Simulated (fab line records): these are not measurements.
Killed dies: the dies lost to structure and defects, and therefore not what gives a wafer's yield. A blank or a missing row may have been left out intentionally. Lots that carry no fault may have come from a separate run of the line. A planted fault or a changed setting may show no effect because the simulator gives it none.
Which of the tools did it? + flow nand-harc + Sampling: 23 lots, 69 wafers, 6 of 1302 route steps

WHAT THE GAUGES SHOWED, per wafer
NHARC_A_DECK1_JOINT_THK_MEAS_14: measures by ellipsometry.
| lot  | measured     | on            | thk-nm (nm)    |
|------|--------------|---------------|----------------|
| L074 | day 11 06:01 | film-metro-01 | 51.6 48.5 48.8 |
| L075 | day 11 15:13 | film-metro-01 | 49.7 49.9 50.2 |
| L077 | day 12 19:55 | film-metro-01 | 50.2 51.1 50.3 |
| L078 | day 12 19:55 | film-metro-02 | 50.1 50.3 51.1 |
| L079 | day 13 09:32 | film-metro-01 | 50.1 49.9 50.2 |
| L080 | day 13 23:23 | film-metro-02 | 49.8 52.1 49.3 |
| L081 | day 14 07:49 | film-metro-01 | 50.5 51.7 48.9 |
| L082 | day 14 07:49 | film-metro-02 | 52.1 51.3 49.0 |
| L083 | day 15 05:40 | film-metro-01 | 51.1 53.3 52.8 |
| L084 | day 15 13:39 | film-metro-02 | 48.1 48.5 48.1 |
| L085 | day 15 17:50 | film-metro-02 | 50.9 50.1 52.4 |
| L086 | day 16 04:11 | film-metro-02 | 50.4 50.4 51.8 |
| L087 | day 16 09:43 | film-metro-01 | 51.4 52.4 50.9 |
| L088 | day 17 14:34 | film-metro-02 | 52.1 51.4 53.5 |
| L089 | day 17 14:34 | film-metro-01 | 48.5 50.2 50.2 |
| L090 | day 17 22:29 | film-metro-02 | 49.7 49.5 51.5 |
| L091 | day 17 22:29 | film-metro-01 | 51.6 51.1 50.6 |
| L092 | day 19 11:45 | film-metro-02 | 49.6 50.2 50.6 |
| L093 | day 19 11:45 | film-metro-01 | 48.8 49.3 51.2 |
| L094 | day 19 11:46 | film-metro-01 | 48.9 53.2 51.4 |
| L095 | day 20 05:55 | film-metro-02 | 49.9 49.7 52.0 |
| L096 | day 20 05:54 | film-metro-01 | 49.2 50.6 53.5 |
| L097 | day 20 15:34 | film-metro-02 | 48.2 50.7 50.3 |

WHICH TOOL RAN EACH LOT (tool, then ch and the chambers of the sampled wafers, then the start)
| lot  | NHARC_P_ZERO_WELL_ETCH_65          | NHARC_P_GATE_STRIP_75                | NHARC_P_M0_PVD_21                       | NHARC_P_BONDPAD_ETCH_37            | NHARC_A_CHANNEL_FILL_D1_STRIP_28   |
|------|------------------------------------|--------------------------------------|-----------------------------------------|------------------------------------|------------------------------------|
| L074 | rie-diel-11 ch 0,3, day 1 21:22    | plasma-asher-02 ch 0,1, day 5 13:51  | pvd-sputter-03, day 6 14:07 or earlier  | rie-diel-09 ch 0,3, day 6 14:07    | rie-diel-13 ch 0,1,2, day 9 20:07  |
| L075 | rie-diel-04 ch 1,2, day 2 07:29    | plasma-asher-02 ch 0,1, day 5 21:12  | pvd-sputter-01, day 6 22:14 or earlier  | rie-diel-03 ch 0,1,3, day 6 22:14  | rie-diel-06 ch 0,3, day 10 01:39   |
| L077 | rie-diel-04 ch 0,2,3, day 3 03:30  | plasma-asher-02 ch 0,1, day 6 14:55  | pvd-sputter-03, day 7 16:08 or earlier  | rie-diel-09 ch 0,1,2, day 7 16:08  | rie-diel-06 ch 0,1, day 11 02:33   |
| L078 | rie-diel-11 ch 0,1,3, day 3 13:22  | plasma-asher-02 ch 0,1, day 7 02:25  | pvd-sputter-03, day 8 02:41 or earlier  | rie-diel-12 ch 0,2, day 8 02:41    | rie-diel-13 ch 0,3, day 11 02:34   |
| L079 | rie-diel-05 ch 1,2, day 3 23:22    | plasma-asher-02 ch 0,1, day 7 12:59  | pvd-sputter-01, day 8 13:39 or earlier  | rie-diel-09 ch 1,2,3, day 8 13:39  | rie-diel-06 ch 1,2, day 11 16:53   |
| L080 | rie-diel-04 ch 0,1,2, day 4 09:38  | plasma-asher-02 ch 0,1, day 8 05:08  | pvd-sputter-02, day 9 05:35 or earlier  | rie-diel-09 ch 1,2,3, day 9 05:35  | rie-diel-10 ch 1,2,3, day 12 13:10 |
| L081 | rie-diel-05 ch 0,1,3, day 4 19:32  | plasma-asher-01 ch 0,1, day 8 12:32  | pvd-sputter-02, day 9 13:40 or earlier  | rie-diel-12 ch 1,2,3, day 9 13:40  | rie-diel-10 ch 1,2,3, day 12 21:13 |
| L082 | rie-diel-05 ch 0,3, day 5 05:22    | plasma-asher-02 ch 0,1, day 8 20:44  | pvd-sputter-01, day 9 21:10 or earlier  | rie-diel-12 ch 0,1,3, day 9 21:10  | rie-diel-06 ch 1,2,3, day 12 21:13 |
| L083 | rie-diel-11 ch 0,1,3, day 5 15:23  | plasma-asher-02 ch 0,1, day 9 11:43  | pvd-sputter-02, day 10 11:53 or earlier | rie-diel-12 ch 0,2, day 10 11:53   | rie-diel-13 ch 0,1,2, day 13 19:05 |
| L084 | rie-diel-11 ch 0,3, day 6 01:22    | plasma-asher-02 ch 0,1, day 9 19:22  | pvd-sputter-03, day 10 19:30 or earlier | rie-diel-09 ch 1,2, day 10 19:30   | rie-diel-13 ch 1,2, day 14 00:55   |
| L085 | rie-diel-11 ch 0,3, day 6 11:42    | plasma-asher-01 ch 0,1, day 10 05:01 | pvd-sputter-03, day 11 05:37 or earlier | rie-diel-09 ch 0,1,3, day 11 05:37 | rie-diel-06 ch 0,1,3, day 14 07:26 |
| L086 | rie-diel-05 ch 1,2, day 6 21:29    | plasma-asher-01 ch 0,1, day 10 08:31 | pvd-sputter-03, day 11 08:56 or earlier | rie-diel-12 ch 0,1,2, day 11 08:56 | rie-diel-06 ch 1,2, day 14 18:20   |
| L087 | rie-diel-05 ch 0,3, day 7 07:23    | plasma-asher-02 ch 0,1, day 10 21:04 | pvd-sputter-02, day 11 21:32 or earlier | rie-diel-03 ch 0,3, day 11 21:32   | rie-diel-13 ch 1,2, day 14 23:26   |
| L088 | rie-diel-11 ch 0,3, day 7 17:37    | plasma-asher-02 ch 0,1, day 11 22:09 | pvd-sputter-03, day 12 23:54 or earlier | rie-diel-12 ch 0,2, day 12 23:54   | rie-diel-06 ch 1,2, day 16 04:21   |
| L089 | rie-diel-04 ch 0,1,2, day 8 03:41  | plasma-asher-01 ch 0,1, day 11 22:52 | pvd-sputter-01, day 13 00:58 or earlier | rie-diel-12 ch 2,3, day 13 00:58   | rie-diel-10 ch 0,1,2, day 16 04:21 |
| L090 | rie-diel-05 ch 0,2,3, day 8 13:29  | plasma-asher-01 ch 0,1, day 12 08:44 | pvd-sputter-03, day 13 09:41 or earlier | rie-diel-03 ch 0,2,3, day 13 09:41 | rie-diel-10 ch 1,2, day 16 12:14   |
| L091 | rie-diel-11 ch 1,2,3, day 8 23:29  | plasma-asher-01 ch 0,1, day 12 11:46 | pvd-sputter-03, day 13 12:19 or earlier | rie-diel-12 ch 1,2,3, day 13 12:19 | rie-diel-06 ch 0,2,3, day 16 12:14 |
| L092 | rie-diel-04 ch 1,2,3, day 9 09:22  | plasma-asher-01 ch 0,1, day 13 02:37 | pvd-sputter-01, day 14 03:10 or earlier | rie-diel-09 ch 2,3, day 14 03:10   | rie-diel-06 ch 0,3, day 17 19:45   |
| L093 | rie-diel-04 ch 1,2, day 9 19:34    | plasma-asher-01 ch 0,1, day 13 18:23 | pvd-sputter-03, day 14 18:38 or earlier | rie-diel-12 ch 2,3, day 14 18:38   | rie-diel-06 ch 0,1,3, day 18 00:07 |
| L094 | rie-diel-11 ch 0,1, day 10 05:22   | plasma-asher-02 ch 0,1, day 13 18:55 | pvd-sputter-01, day 14 19:49 or earlier | rie-diel-03 ch 0,1,2, day 14 19:49 | rie-diel-10 ch 0,2, day 18 00:07   |
| L095 | rie-diel-11 ch 0,2,3, day 10 15:23 | plasma-asher-01 ch 0,1, day 14 11:40 | pvd-sputter-01, day 15 12:16 or earlier | rie-diel-03 ch 0,3, day 15 12:16   | rie-diel-06 ch 1,2,3, day 18 19:15 |
| L096 | rie-diel-11 ch 0,3, day 11 01:30   | plasma-asher-01 ch 0,1, day 14 15:40 | pvd-sputter-02, day 15 16:31 or earlier | rie-diel-12 ch 1,2, day 15 16:31   | rie-diel-13 ch 0,1,2, day 18 19:16 |
| L097 | rie-diel-11 ch 0,3, day 11 11:22   | plasma-asher-01 ch 0,1, day 14 23:21 | pvd-sputter-02, day 15 23:46 or earlier | rie-diel-03 ch 1,2, day 15 23:46   | rie-diel-13 ch 0,1,2, day 19 05:28 |
- NHARC_P_ZERO_WELL_ETCH_65: etches the open film in N2/H2, target depth 80 nm, overetch 24 nm, time 87.88 s.
- NHARC_P_GATE_STRIP_75: strips in O2.
- NHARC_P_M0_PVD_21: deposits Cu, target thk 30 nm, time 20.49 s.
- NHARC_P_BONDPAD_ETCH_37: etches the open film in N2/H2, target depth 60 nm, overetch 18 nm, time 65.91 s.
- NHARC_A_CHANNEL_FILL_D1_STRIP_28: strips in O2, time 20 s.

AS READ BY THE TOOLS THEMSELVES (means over the sampled wafers that have a number; for cases with no such wafer, the mark the record gives instead)
NHARC_P_ZERO_WELL_ETCH_65.
| lot  | tool        | drypump-motor-current-A (A) | oes-product-au (a.u.) | rf-vpp-V (V) | showerhead-plenum-p-Torr (Torr) | throttle-valve-pct (%) |
|------|-------------|-----------------------------|-----------------------|--------------|---------------------------------|------------------------|
| L074 | rie-diel-11 | 5.7                         | 1.000                 | 428.8        | 1.95                            | 14.174                 |
| L075 | rie-diel-04 | 5.6                         | 1.000                 | 430.4        | 2.05                            | 14.172                 |
| L077 | rie-diel-04 | 5.9                         | 0.996                 | 430.6        | 2.02                            | 14.178                 |
| L078 | rie-diel-11 | 5.8                         | 0.999                 | 428.6        | 1.98                            | 14.173                 |
| L079 | rie-diel-05 | 5.6                         | 0.990                 | 430.3        | 2.02                            | 14.166                 |
| L080 | rie-diel-04 | 6.0                         | 1.009                 | 431.1        | 2.08                            | 14.174                 |
| L081 | rie-diel-05 | 5.9                         | 0.994                 | 428.4        | 1.96                            | 14.165                 |
| L082 | rie-diel-05 | 6.1                         | 0.990                 | 427.0        | 1.95                            | 14.175                 |
| L083 | rie-diel-11 | 5.8                         | 0.996                 | 428.9        | 1.98                            | 14.175                 |
| L084 | rie-diel-11 | 5.7                         | 0.994                 | 428.1        | 1.94                            | 14.173                 |
| L085 | rie-diel-11 | 6.0                         | 0.994                 | 429.6        | 1.99                            | 14.170                 |
| L086 | rie-diel-05 | 5.9                         | 0.985                 | 431.2        | 2.06                            | 14.169                 |
| L087 | rie-diel-05 | 6.4                         | 0.999                 | 428.1        | 1.94                            | 14.172                 |
| L088 | rie-diel-11 | 5.7                         | 0.996                 | 427.4        | 1.94                            | 14.169                 |
| L089 | rie-diel-04 | 5.9                         | 0.995                 | 431.9        | 2.07                            | 14.169                 |
| L090 | rie-diel-05 | 6.2                         | 0.992                 | 429.0        | 1.99                            | 14.169                 |
| L091 | rie-diel-11 | 5.6                         | 0.996                 | 428.5        | 1.94                            | 14.178                 |
| L092 | rie-diel-04 | 5.6                         | 0.995                 | 430.6        | 2.00                            | 14.176                 |
| L093 | rie-diel-04 | 5.6                         | 0.998                 | 429.6        | 2.03                            | 14.181                 |
| L094 | rie-diel-11 | 6.0                         | 0.987                 | 429.5        | 2.01                            | 14.167                 |
| L095 | rie-diel-11 | 5.7                         | 0.999                 | 426.7        | 1.94                            | 14.172                 |
| L096 | rie-diel-11 | 5.7                         | 1.000                 | 427.6        | 1.93                            | 14.173                 |
| L097 | rie-diel-11 | 5.9                         | 0.997                 | 427.6        | 1.98                            | 14.165                 |

NHARC_P_GATE_STRIP_75.
| lot  | tool            | drypump-motor-current-A (A) | heater-power-w (W) | temp-c (C) |
|------|-----------------|-----------------------------|--------------------|------------|
| L074 | plasma-asher-02 | 6.40                        | 378                | 249.82     |
| L075 | plasma-asher-02 | 6.40                        | 379                | 250.03     |
| L077 | plasma-asher-02 | 6.33                        | 372                | 250.10     |
| L078 | plasma-asher-02 | 6.36                        | 376                | 249.83     |
| L079 | plasma-asher-02 | 6.39                        | 376                | 249.96     |
| L080 | plasma-asher-02 | 6.40                        | 378                | 249.92     |
| L081 | plasma-asher-01 | 6.07                        | 295                | 250.11     |
| L082 | plasma-asher-02 | 6.39                        | 382                | 249.96     |
| L083 | plasma-asher-02 | 6.40                        | 377                | 249.93     |
| L084 | plasma-asher-02 | 6.36                        | 377                | 250.05     |
| L085 | plasma-asher-01 | 5.99                        | 308                | 249.97     |
| L086 | plasma-asher-01 | 6.05                        | 301                | 249.85     |
| L087 | plasma-asher-02 | 6.35                        | 373                | 249.94     |
| L088 | plasma-asher-02 | 6.42                        | 364                | 249.95     |
| L089 | plasma-asher-01 | 6.06                        | 296                | 249.94     |
| L090 | plasma-asher-01 | 6.06                        | 298                | 250.12     |
| L091 | plasma-asher-01 | 6.08                        | 297                | 249.92     |
| L092 | plasma-asher-01 | 6.09                        | 304                | 250.05     |
| L093 | plasma-asher-01 | 5.97                        | 304                | 250.02     |
| L094 | plasma-asher-02 | 6.40                        | 372                | 249.85     |
| L095 | plasma-asher-01 | 6.08                        | 305                | 249.94     |
| L096 | plasma-asher-01 | 5.96                        | 305                | 249.95     |
| L097 | plasma-asher-01 | 6.07                        | 296                | 250.15     |

NHARC_P_M0_PVD_21.
| lot  | tool           | cathode-dc-power-W (W) | throttle-valve-pct (%) |
|------|----------------|------------------------|------------------------|
| L074 | pvd-sputter-03 | 4999.8                 | 31.2                   |
| L075 | pvd-sputter-01 | 4999.9                 | 31.5                   |
| L077 | pvd-sputter-03 | 4999.3                 | 30.8                   |
| L078 | pvd-sputter-03 | 4999.4                 | 30.7                   |
| L079 | pvd-sputter-01 | 5000.1                 | 30.3                   |
| L080 | pvd-sputter-02 | 5000.9                 | 30.0                   |
| L081 | pvd-sputter-02 | 5000.2                 | 30.6                   |
| L082 | pvd-sputter-01 | 4999.4                 | 31.9                   |
| L083 | pvd-sputter-02 | 5000.0                 | 30.3                   |
| L084 | pvd-sputter-03 | 4999.1                 | 30.4                   |
| L085 | pvd-sputter-03 | 4999.7                 | 30.4                   |
| L086 | pvd-sputter-03 | 5000.0                 | 31.5                   |
| L087 | pvd-sputter-02 | 4999.7                 | 30.7                   |
| L088 | pvd-sputter-03 | 4999.8                 | 31.5                   |
| L089 | pvd-sputter-01 | 5001.5                 | 30.1                   |
| L090 | pvd-sputter-03 | 4999.5                 | 31.0                   |
| L091 | pvd-sputter-03 | 5000.3                 | 30.8                   |
| L092 | pvd-sputter-01 | 5000.3                 | 29.9                   |
| L093 | pvd-sputter-03 | 5000.0                 | 31.0                   |
| L094 | pvd-sputter-01 | 5000.5                 | 30.9                   |
| L095 | pvd-sputter-01 | 4999.5                 | 30.3                   |
| L096 | pvd-sputter-02 | 5000.6                 | 31.2                   |
| L097 | pvd-sputter-02 | 4999.3                 | 30.1                   |

NHARC_P_BONDPAD_ETCH_37.
| lot  | tool        | drypump-motor-current-A (A) | oes-product-au (a.u.) | rf-vpp-V (V) | showerhead-plenum-p-Torr (Torr) | throttle-valve-pct (%) |
|------|-------------|-----------------------------|-----------------------|--------------|---------------------------------|------------------------|
| L074 | rie-diel-09 | 6.3                         | 1.006                 | 429.3        | 1.97                            | 14.166                 |
| L075 | rie-diel-03 | 5.7                         | 1.002                 | 428.5        | 1.99                            | 14.162                 |
| L077 | rie-diel-09 | 6.3                         | 0.992                 | 430.7        | 2.04                            | 14.172                 |
| L078 | rie-diel-12 | 5.9                         | 0.994                 | 433.4        | 2.12                            | 14.164                 |
| L079 | rie-diel-09 | 6.2                         | 0.993                 | 430.7        | 2.05                            | 14.169                 |
| L080 | rie-diel-09 | 6.2                         | 1.001                 | 430.7        | 2.05                            | 14.171                 |
| L081 | rie-diel-12 | 5.8                         | 1.009                 | 432.2        | 2.10                            | 14.172                 |
| L082 | rie-diel-12 | 6.0                         | 1.011                 | 433.2        | 2.12                            | 14.166                 |
| L083 | rie-diel-12 | 6.0                         | 1.006                 | 433.5        | 2.13                            | 14.177                 |
| L084 | rie-diel-09 | 6.1                         | 0.990                 | 431.7        | 2.09                            | 14.173                 |
| L085 | rie-diel-09 | 6.3                         | 0.995                 | 429.5        | 2.01                            | 14.166                 |
| L086 | rie-diel-12 | 6.1                         | 1.005                 | 433.6        | 2.15                            | 14.172                 |
| L087 | rie-diel-03 | 5.4                         | 0.989                 | 427.6        | 1.96                            | 14.178                 |
| L088 | rie-diel-12 | 5.9                         | 0.993                 | 432.2        | 2.12                            | 14.177                 |
| L089 | rie-diel-12 | 5.4                         | 1.004                 | 430.5        | 2.04                            | 14.172                 |
| L090 | rie-diel-03 | 5.7                         | 0.998                 | 428.7        | 1.97                            | 14.168                 |
| L091 | rie-diel-12 | 5.8                         | 1.000                 | 432.3        | 2.10                            | 14.176                 |
| L092 | rie-diel-09 | 6.2                         | 0.996                 | 430.8        | 2.04                            | 14.175                 |
| L093 | rie-diel-12 | 5.4                         | 1.002                 | 430.2        | 2.04                            | 14.176                 |
| L094 | rie-diel-03 | 5.8                         | 1.001                 | 429.7        | 2.03                            | 14.178                 |
| L095 | rie-diel-03 | 5.6                         | 1.002                 | 427.0        | 1.93                            | 14.160                 |
| L096 | rie-diel-12 | 5.9                         | 0.982                 | 433.2        | 2.13                            | 14.166                 |
| L097 | rie-diel-03 | 6.1                         | 0.989                 | 430.6        | 2.05                            | 14.166                 |

NHARC_A_CHANNEL_FILL_D1_STRIP_28.
| lot  | tool        | drypump-motor-current-A (A) | oes-product-au (a.u.) | rf-vpp-V (V) | showerhead-plenum-p-Torr (Torr) | throttle-valve-pct (%) |
|------|-------------|-----------------------------|-----------------------|--------------|---------------------------------|------------------------|
| L074 | rie-diel-13 | 5.7                         | 1.010                 | 58.0         | 3.59                            | 17.033                 |
| L075 | rie-diel-06 | 5.8                         | 1.010                 | 57.3         | 3.61                            | 17.033                 |
| L077 | rie-diel-06 | 5.6                         | 1.004                 | 57.9         | 3.65                            | 17.045                 |
| L078 | rie-diel-13 | 5.8                         | 0.996                 | 57.4         | 3.50                            | 17.035                 |
| L079 | rie-diel-06 | 5.9                         | 0.990                 | 58.7         | 3.63                            | 17.038                 |
| L080 | rie-diel-10 | 6.0                         | 1.005                 | 57.5         | 3.51                            | 17.030                 |
| L081 | rie-diel-10 | 6.0                         | 1.000                 | 57.5         | 3.51                            | 17.032                 |
| L082 | rie-diel-06 | 6.1                         | 0.998                 | 58.0         | 3.62                            | 17.032                 |
| L083 | rie-diel-13 | 5.7                         | 1.000                 | 58.4         | 3.59                            | 17.029                 |
| L084 | rie-diel-13 | 5.5                         | 0.995                 | 58.4         | 3.67                            | 17.035                 |
| L085 | rie-diel-06 | 5.8                         | 0.998                 | 57.7         | 3.64                            | 17.035                 |
| L086 | rie-diel-06 | 6.3                         | 0.999                 | 57.3         | 3.58                            | 17.031                 |
| L087 | rie-diel-13 | 5.5                         | 1.007                 | 58.5         | 3.66                            | 17.041                 |
| L088 | rie-diel-06 | 5.9                         | 1.005                 | 58.7         | 3.63                            | 17.034                 |
| L089 | rie-diel-10 | 5.8                         | 0.999                 | 57.6         | 3.55                            | 17.032                 |
| L090 | rie-diel-10 | 6.0                         | 0.998                 | 58.2         | 3.41                            | 17.033                 |
| L091 | rie-diel-06 | 6.2                         | 1.011                 | 58.2         | 3.58                            | 17.034                 |
| L092 | rie-diel-06 | 5.9                         | 1.006                 | 57.5         | 3.60                            | 17.036                 |
| L093 | rie-diel-06 | 5.8                         | 1.001                 | 58.3         | 3.63                            | 17.039                 |
| L094 | rie-diel-10 | 5.7                         | 0.996                 | 57.8         | 3.45                            | 17.043                 |
| L095 | rie-diel-06 | 6.1                         | 1.003                 | 58.0         | 3.61                            | 17.024                 |
| L096 | rie-diel-13 | 5.7                         | 0.997                 | 57.7         | 3.59                            | 17.040                 |
| L097 | rie-diel-13 | 5.7                         | 0.990                 | 57.4         | 3.59                            | 17.033                 |

THE ANSWER, worked out from the rows above alone
Rule: the lots themselves supply what counts as usual. Put in order of their means at a reading, lots are off if they are a third of the lots or fewer, leave a main group of 4 or more, and stand apart from it by a gap of 3 or more times the standard deviation of the main group's means; of several such gaps the widest counts. The tables above print the reading to a certain number of digits; a main group whose means all agree to those digits is not used. A lot without any number at a reading at which 4 lots or more have one is off too. Any other lot the step has rows for is counted as sound. The gauges are gone through in route order, then the tools' own readings, and for those a lot's mean is taken as printed above. At the first step where some lot is off, the reading lying furthest off is the one used; lots without a number count as furthest.
No lot is off on any of the readings shown, so nothing can be concluded from this.

WHAT THE SIMULATOR PUT IN
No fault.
